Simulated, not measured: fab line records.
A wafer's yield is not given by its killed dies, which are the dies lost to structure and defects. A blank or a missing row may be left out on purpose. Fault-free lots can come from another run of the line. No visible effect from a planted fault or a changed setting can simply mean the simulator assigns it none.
Struck lot and sound lot, side by side	flow n5-finfet	37 steps out of a route of 1938
Sound: wafers L618.1, L618.3, L618.5. Wafers L608.1, L608.5, L608.6 were the ones struck. The cause is given at the end.
Per side, at each step with rows, come the tool, then ch with its chambers, and then its first start. Under that, the readings that differ: sound wafers	struck wafers	difference of the means	sigmas: that difference in standard deviations of wafers without a fault.
alike: readings whose means differ by less than 2 such deviations, and words and numbers that are the same on both sides. not compared: withheld readings, readings that some wafer has no value for, bounds like >300 that may hide the same value, and numbers for which the record gives no deviation and whose values overlap.
A row with sigmas, a row that says differs or no value, or rows on one side alone: a step with any of these is where the two part. Non-overlapping numbers with no deviation appear without sigmas and do not part them. Lack of a reading on every wafer of one side parts them only where that side has two or more wafers.

first, 9 steps without rows for these wafers: N5_HKMG_FIN_DESCUM_53 (chemistry O2, time 7.9 s); N5_HKMG_FIN_ETCH_54 (etches SiARC in CF4, target depth 45.5 nm, time 75.8 s); N5_HKMG_FIN_ETCH_55 (etches SOC in N2/H2, target depth 240 nm, time 300 s); N5_HKMG_FIN_STRIP_56 (strips in N2/H2); N5_HKMG_FIN_STRIP_57 (strips in CF4); N5_HKMG_FIN_ETCH_58 (etches SOC in N2/H2, target depth 215.8 nm, time 741 s); N5_HKMG_FIN_STRIP_93 (strips SOC in N2/H2, time 20 s); N5_HKMG_FIN_WET_ETCH_76 (etches Al2O3 in dNH4OH, stops on La2O3, target depth 2.25 nm, rinse time 30 s); N5_HKMG_FIN_STRIP_60 (strips in N2/H2, time 360 s).
N5_HKMG_FIN_WET_ETCH_77: etches La2O3 in dHCl, stops on HfO2, target depth 2 nm.
  sound on wet-bench-05 ch 0,1,4, day 7 16:41; struck on wet-bench-02 ch 2,4,6, day 5 11:59
  no value came back on the struck wafers for bath-heat-duty-pct (%), temp-c (C); on the sound wafers bath-heat-duty-pct (%) reads 5.9 5.2 6.6
then, 25 steps without rows for these wafers: N5_HKMG_FIN_WET_ETCH_78 (etches Al2O3 in dNH4OH, stops on La2O3, target depth 4.5 nm, rinse time 30 s); N5_HKMG_FIN_ALD_79 (deposits TiN, target thk 1.5 nm, pulse time 1 s, purge time 3 s); N5_HKMG_FIN_CVD_62 (deposits a-Si from Si2H6, target thk 3 nm, time 20.8 s); N5_HKMG_FIN_RTA_80 (time 2 s); N5_HKMG_FIN_PRECLEAN_64 (cleans in dHF, time 30 s); N5_HKMG_FIN_WET_ETCH_65 (etches a-Si in TMAH, stops on TiN, time 49 s, target depth 3 nm); N5_HKMG_FIN_WET_ETCH_81 (etches TiN in SC1, stops on HfO2, time 57 s, target depth 6 nm); N5_HKMG_FIN_WET_ETCH_82 (etches La2O3 in dHCl, stops on HfO2, target depth 2 nm, rinse time 30 s); N5_HKMG_FIN_ALD_36 (deposits TiN, target thk 1 nm, pulse time 1 s, purge time 3 s); N5_HKMG_FIN_PWFM_ALD_03 (deposits TiN, target thk 2 nm, pulse time 1 s, purge time 3 s); N5_HKMG_FIN_COAT_29 (time 60 s, resist thk 300 nm); N5_HKMG_FIN_COAT_30 (time 60 s, resist thk 35 nm); N5_HKMG_FIN_COAT_06 (resist thk 90 nm); N5_HKMG_FIN_EBR_08; N5_HKMG_FIN_SOFTBAKE_07 (time 60 s); N5_HKMG_FIN_EXPOSE_09 (exposes mask NWFM); N5_HKMG_FIN_PEB_10 (peb time 60 s); N5_HKMG_FIN_DEVELOP_11 (develop time 30 s); N5_HKMG_FIN_DESCUM_17 (chemistry O2, time 7.9 s); N5_HKMG_FIN_ETCH_31 (etches SiARC in CF4, target depth 45.5 nm, time 75.8 s); N5_HKMG_FIN_ETCH_32 (etches SOC in N2/H2, target depth 240 nm, time 300 s); N5_HKMG_FIN_STRIP_33 (strips in N2/H2); N5_HKMG_FIN_STRIP_34 (strips in CF4); N5_HKMG_FIN_ETCH_35 (etches SOC in N2/H2, target depth 215.8 nm, time 243.4 s); N5_HKMG_FIN_STRIP_92 (strips SOC in N2/H2, time 20 s).
-- record jumps: 7 days separate the struck wafers' starts on either side; left off in module HKMG_FIN, taken up again in module BEOL_M4, whose first shown step is the route's number 1111 --
N5_BEOL_M4_RC_MEAS_101:
  sound on prober-01 ch 0, day 14 05:09; struck on prober-02 ch 0, day 12 08:58
reading	sound	struck	difference	sigmas
IOFF_N (nA/um)	0.13 0.13 0.15	35.52 17.37 29.68	+27.39	+99 or more
IOFF_N_85C (nA/um)	2.6 2.7 3.0	291.4 158.4 248.4	+230.0	+99 or more
IOFF_N_LIN (nA/um)	0.062 0.066 0.076	16.344 9.076 13.855	+13.024	+99 or more
IOFF_N_LONG (nA/um)	5.41e-05 5.21e-05 5.31e-05	0.0098904 0.0097064 0.009822	+0.0097532	+99 or more
ION_N (uA/um)	662 669 682	957 913 949	+269	+18
VT_N (mV)	255 254 250	99 109 101	-150	-35
VT_N_LONG (mV)	275.5 275.8 278.4	125.4 126.0 124.8	-151.2	-76
VT_P_LVT (mV)	-99 -98 -96	-246 -253 -251	-152	-46
  alike: DIBL_N, DIBL_P, IOFF_P, ION_P, SS_N, SS_P, VT_P
-- record jumps: 5 days separate the struck wafers' starts on either side; left off in module BEOL_M4, taken up again in module PASSIVATION, whose first shown step is the route's number 1936 --
N5_PASSIVATION_PROBE_49:
  sound on prober-02 at day 18 14:25; struck on prober-01 at day 17 03:33
reading	sound	struck	difference	sigmas
killed-at-contacts	14 29 12	3 6 4	-14	-2
killed-open	44 104 112	66 60 51	-28	-2
sort_bin_4_leakage (%)	0 0 0	91.61 91.69 92.29	+91.86	+99 or more
sort-n-pass	1096 1044 1027	0 0 0	-1056	-56
sort-yield-pct (%)	92.9 88.5 87.0	0 0 0	-89	-56
  alike: defect-limited-yield, killed_at_M0_to_M3, killed_at_M4_up, killed-at-front-end, killed-at-other, killed-dies, killed-short, sort_bin_5_function, sort_bin_6_memory, sort_bin_8_speed

## WHERE THEY PART
Last at N5_PASSIVATION_PROBE_49 as far as this record goes, first at N5_HKMG_FIN_WET_ETCH_77.

WHY: the cause the simulator had injected
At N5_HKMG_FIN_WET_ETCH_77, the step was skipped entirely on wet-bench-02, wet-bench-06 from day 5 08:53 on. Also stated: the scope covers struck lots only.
